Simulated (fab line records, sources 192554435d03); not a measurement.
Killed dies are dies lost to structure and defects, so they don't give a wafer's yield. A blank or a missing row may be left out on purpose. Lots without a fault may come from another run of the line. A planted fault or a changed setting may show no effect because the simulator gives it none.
A struck lot beside a sound one | flow n5_finfet | 37 steps out of a route of 1938
Sound: wafers L547.1, L547.3, L547.6. Struck: wafers L542.1, L542.3, L542.6. The cause comes at the end.
At each step with rows: each side's tool, then ch and its chambers, then its first start. Under that, the readings that differ: sound wafers | struck wafers | difference of the means | sigmas: that difference in standard deviations of wafers without a fault.
alike: readings whose means differ by less than 2 such deviations, and words and numbers that are the same on both sides. not compared: withheld readings, readings that some wafer has no value for, bounds like >300 that may hide the same value, and numbers for which the record gives no deviation and whose values overlap.
The two part at a step that has a row with sigmas, a row that says differs or no value, or rows on one side only. Numbers that don't overlap but have no deviation are shown without sigmas and don't part them. A reading that every wafer of one side lacks parts them only if that side has two wafers or more.

first, 9 steps without rows for these wafers: N5_WELL_APT_SOFTBAKE_20 (time 60 s); N5_WELL_APT_EXPOSE_22 (exposes mask PWELL, defocus 0 nm, target cd 200 nm); N5_WELL_APT_PEB_23 (peb time 90 s); N5_WELL_APT_DEVELOP_24 (develop time 45 s); N5_WELL_APT_HARDBAKE_29 (time 120 s); N5_WELL_APT_DESCUM_30 (chemistry O2, time 7.9 s); N5_WELL_APT_IMPLANT_31; N5_WELL_APT_IMPLANT_32; N5_WELL_APT_STRIP_33 (strips in SPM, time 900 s).
N5_WELL_APT_RTA_34: time 10 s.
  sound on rtp_anneal-02 ch 0, day 6 16:09; struck on rtp_anneal-01 ch 0, day 5 09:47
  reading             | sound                | struck               | difference | sigmas
  lamp_power_pct (%)  | 13.07 13.09 12.89    | 11.37 11.31 11.35    | -1.67      | -32
  lamp_zone_1_pct (%) | 13.008 13.014 13.008 | 11.343 11.324 11.353 | -1.670     | -58
  lamp_zone_2_pct (%) | 13.017 12.973 12.981 | 11.309 11.310 11.324 | -1.676     | -60
  lamp_zone_3_pct (%) | 13.012 13.022 12.990 | 11.315 11.361 11.283 | -1.688     | -68
  lamp_zone_4_pct (%) | 12.987 13.032 13.020 | 11.297 11.279 11.296 | -1.722     | -64
  lamp_zone_5_pct (%) | 12.946 13.006 13.004 | 11.257 11.337 11.274 | -1.696     | -63
  lamp_zone_6_pct (%) | 12.958 12.871 12.904 | 11.248 11.235 11.230 | -1.673     | -58
  lamp_zone_7_pct (%) | 13.390 13.368 13.415 | 11.663 11.674 11.693 | -1.714     | -63
  alike: wafer_temp_C_max
then, 25 steps without rows for these wafers: N5_WELL_APT_OXIDE_STRIP_42 (strips SiO2 in dHF, time 45 s, target depth 12 nm); N5_WELL_APT_PRECLEAN_36 (cleans in O3/DIW, time 45 s); N5_WELL_APT_PRECLEAN_39 (cleans in dHF, time 60 s); N5_WELL_APT_SRD_37 (time 30 s); N5_WELL_APT_EPI_41 (deposits Si from SiH4/H2, target thk 50 nm, time 297.7 s); N5_PMOS_HMC_CHANNEL_EPI_HM_DEP_34 (deposits SiO2 from TEOS/O2, target thk 36 nm, time 6.9 s); N5_PMOS_HMC_CHANNEL_EPI_COAT_31 (time 60 s, resist thk 66 nm); N5_PMOS_HMC_CHANNEL_EPI_COAT_03 (resist thk 205 nm); N5_PMOS_HMC_CHANNEL_EPI_EBR_05; N5_PMOS_HMC_CHANNEL_EPI_SOFTBAKE_04 (time 60 s); N5_PMOS_HMC_CHANNEL_EPI_EXPOSE_06 (exposes mask PMOS HMC BLK, target cd 240 nm); N5_PMOS_HMC_CHANNEL_EPI_PEB_07 (peb time 60 s); N5_PMOS_HMC_CHANNEL_EPI_DEVELOP_08 (develop time 30 s); N5_PMOS_HMC_CHANNEL_EPI_DESCUM_14 (chemistry O2, time 7.9 s); N5_PMOS_HMC_CHANNEL_EPI_ETCH_32 (etches BARC in N2/H2, stops on SiO2, target depth 85.8 nm, time 50.3 s); N5_PMOS_HMC_CHANNEL_EPI_HM_OPEN_15 (chemistry CHF3/O2, target SiO2, target depth 40.6 nm, time 20.3 s); N5_PMOS_HMC_CHANNEL_EPI_STRIP_33 (strips in N2/H2); N5_PMOS_HMC_CHANNEL_EPI_STRIP_17 (strips in SPM, time 750 s); N5_PMOS_HMC_CHANNEL_EPI_ETCH_38 (etches SiO2 in CF4, target depth 1.5 nm); N5_PMOS_HMC_CHANNEL_EPI_FIN_RECESS_16 (chemistry HBr/Cl2, target Si, target depth 54 nm, time 18 s); N5_PMOS_HMC_CHANNEL_EPI_PRECLEAN_36 (cleans in O3/DIW, time 45 s); N5_PMOS_HMC_CHANNEL_EPI_PRECLEAN_18 (cleans in DHF, time 30 s); N5_PMOS_HMC_CHANNEL_EPI_SRD_19 (time 30 s); N5_PMOS_HMC_CHANNEL_EPI_EPI_20 (deposits SiGe30, target thk 59 nm); N5_PMOS_HMC_CHANNEL_EPI_HM_STRIP_35 (strips SiO2 in dHF, material SiO2, target depth 39.6 nm, time 216 s).
-- the record jumps here: 6 days lie between the struck wafers' starts before and after (it left off in module PMOS_HMC_CHANNEL_EPI and takes up again in module BEOL_M4, whose first step shown is number 1111 of the route) --
N5_BEOL_M4_RC_MEAS_101:
  sound on prober-02 ch 0, day 13 10:50; struck on prober-01 ch 0, day 11 13:14
  reading             | sound                      | struck                     | difference | sigmas
  IOFF_N_LONG (nA/um) | 5.71e-05 5.73e-05 5.73e-05 | 7.32e-05 7.34e-05 7.19e-05 | +1.56e-05  | +7
  alike: DIBL_N, DIBL_P, IOFF_N, IOFF_P, ION_N, ION_P, SS_N, SS_P, VT_N, VT_P
-- the record jumps here: 5 days lie between the struck wafers' starts before and after (it left off in module BEOL_M4 and takes up again in module PASSIVATION, whose first step shown is number 1936 of the route) --
N5_PASSIVATION_PROBE_49:
  sound on prober-02, day 17 15:35; struck on prober-02, day 16 05:55
  reading               | sound       | struck      | difference | sigmas
  sort_bin_6_memory (%) | 2.8 3.6 1.4 | 4.7 4.3 4.3 | +1.8       | +2
  alike: defect_limited_yield, killed_at_M0_to_M3, killed_at_M4_up, killed_at_contacts, killed_at_front_end, killed_at_other, killed_dies, killed_open, killed_short, sort_bin_5_function, sort_bin_8_speed, sort_n_pass, sort_yield_pct

WHERE THEY PART
First at N5_WELL_APT_RTA_34; last, within this record, at N5_PASSIVATION_PROBE_49.

WHY: what the simulator had put in
Process parameter drift: rtp_anneal-01, from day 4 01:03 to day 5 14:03, at N5_WELL_APT_RTA_34. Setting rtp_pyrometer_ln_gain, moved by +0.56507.
